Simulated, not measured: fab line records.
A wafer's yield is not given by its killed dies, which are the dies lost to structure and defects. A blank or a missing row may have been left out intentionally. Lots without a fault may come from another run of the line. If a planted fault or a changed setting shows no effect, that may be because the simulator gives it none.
Comparing a struck lot with a sound one || flow nand harc || 14 steps out of a route of 1302
Sound: wafers L395.1, L395.4, L395.5. Struck: wafer L409.2 (L409.1, L409.4, from the same lot, were not struck and are left out); the cause is given at the end.
At each step with rows: each side's tool, then ch and its chambers, then its first start. Under that, the readings that differ: sound wafers || struck wafers || difference of the means || sigmas: that difference in standard deviations of wafers without a fault.
alike: readings with means less than 2 such deviations apart, plus words and numbers identical on both sides. not compared: withheld readings, readings lacking a value on some wafer, bounds such as >300 that could conceal the same value, and numbers that have no deviation in the record and whose values overlap.
A row with sigmas, a row that says differs or no value, or rows on one side alone: a step with any of these is where the two part. Numbers that have no deviation but don't overlap get no sigmas and don't part them. Lack of a reading on every wafer of one side parts them only where that side has two or more wafers.

first, 2 steps without rows for these wafers: NHARC_A_SOURCE_PLATE_CVD_03 (deposits poly-Si, target thk 200 nm, time 4000 s); NHARC_A_SOURCE_PLATE_ANNEAL_05 (time 1800 s).
NHARC_A_SOURCE_PLATE_THK_MEAS_06: measures by ellipsometry.
  sound on film metro-01, day 7 22:34; struck on film metro-02, day 13 16:05
  alike: thk nm
NHARC_A_SOURCE_PLATE_INSPECT_08:
  sound on defect inspect-01, day 7 22:39; struck on defect inspect-01, day 13 16:10
  alike: raw defect count
then NHARC_A_ONON_D1_DEP_00 (target thk 1000 nm), 1 step lacking rows for these wafers.
NHARC_A_ONON_D1_THK_MEAS_02: measures by ellipsometry.
  sound on film metro-02, day 7 23:14; struck on film metro-01, day 13 16:46
{"reading": "thk nm (nm)", "sound": "995 998 997", "struck": 1020, "difference": "+23", "sigmas": "+3"}
then NHARC_A_ONON_D1_DEP_03 (target thk 1000 nm), 1 step lacking rows for these wafers.
NHARC_A_ONON_D1_THK_MEAS_05: measures by ellipsometry.
  sound on film metro-02, day 7 23:49; struck on film metro-02, day 13 17:20
  alike: thk nm
then NHARC_A_ONON_D1_DEP_06 (target thk 1000 nm), 1 step lacking rows for these wafers.
NHARC_A_ONON_D1_THK_MEAS_08: measures by ellipsometry.
  sound on film metro-02, day 8 00:22; struck on film metro-01, day 13 17:55
  alike: thk nm
NHARC_A_ONON_D1_DEP_09: target thk 1000 nm.
  sound on pecvd onon-02 ch 0, day 8 00:26; struck on pecvd onon-03 ch 0, day 13 17:59
NHARC_A_ONON_D1_THK_MEAS_11: measures by ellipsometry.
  sound on film metro-02, day 8 00:56; struck on film metro-02, day 13 18:29
{"reading": "thk nm (nm)", "sound": "1001 1001 1002", "struck": 500, "difference": -501, "sigmas": -36}
then NHARC_A_ONON_D1_DEP_12 (target thk 1000 nm), 1 step lacking rows for these wafers.
-- jump in the record: it breaks off in module A_ONON_D1 and resumes in module END (first step shown: number 1302 of the route), and 16 days separate the struck wafers' starts before and after --
NHARC_END_SORT_01:
  only the struck wafers appear in the record here, on prober-01 ch 0 at day 30 05:05; the sound ones have no rows

## WHERE THEY PART
First at NHARC_A_ONON_D1_THK_MEAS_02; last, within this record, at NHARC_END_SORT_01.

WHY: what had been put in by the simulator
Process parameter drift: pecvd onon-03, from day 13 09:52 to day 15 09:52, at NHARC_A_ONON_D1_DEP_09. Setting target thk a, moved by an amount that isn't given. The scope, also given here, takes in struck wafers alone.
